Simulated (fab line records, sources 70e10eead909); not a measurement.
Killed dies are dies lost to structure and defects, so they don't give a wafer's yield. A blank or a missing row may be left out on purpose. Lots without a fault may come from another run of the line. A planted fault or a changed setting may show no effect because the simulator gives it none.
Chamber matching | flow nand_harc | NHARC_A_STAIRCASE_CMP_450 on cmp-03: 4 sister chambers
The step polishes SiO2, target thk 200 nm. 8 wafers are shown with their chamber, then 7 later ones without.

WAFERS WITH THEIR CHAMBER
wafer  | chamber | motor_current_A (A)
L076.1 | 2       | 11.6
L088.5 | 0       | 12.7
L087.5 | 2       | 11.8
L093.1 | 0       | 13.5
L093.2 | 3       | 15.0
L093.3 | 1       | 12.7
L090.2 | 3       | 13.8
L090.4 | 1       | 12.9

WAFERS WITHOUT THEIR CHAMBER
wafer  | motor_current_A (A)
L090.5 | 12.7
L091.2 | 12.8
L091.4 | 15.3
L091.6 | 12.0
L097.1 | 11.8
L097.2 | 13.7
L097.6 | 11.9

WHICH CHAMBER EACH WENT THROUGH
wafer  | from the rows above          | in truth
L090.5 | can't be placed: 1 or 0 or 2 | 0
L091.2 | can't be placed: 1 or 0      | 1
L091.4 | 3                            | 3
L091.6 | can't be placed: 2 or 1 or 0 | 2
L097.1 | can't be placed: 2 or 1      | 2
L097.2 | can't be placed: 0 or 3 or 1 | 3
L097.6 | can't be placed: 2 or 1 or 0 | 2
Placed correctly: 1 of 7. Can't be placed from these rows: 6 (the true chamber is among the candidates in 6). Placed wrongly: 0.
How it was worked out, from the rows above alone: a wafer's distance from a chamber is the root of the sum, over the readings, of the square of ((its reading less the chamber's mean) divided by the reading's scatter). The wafer belongs to the nearest chamber; if the next one is less than 2 further off, it can't be placed. A chamber's mean is the mean of its shown wafers. The scatter: the root of (the sum of the squares of (reading less its chamber's mean) over the shown wafers, divided by (wafers less chambers)).
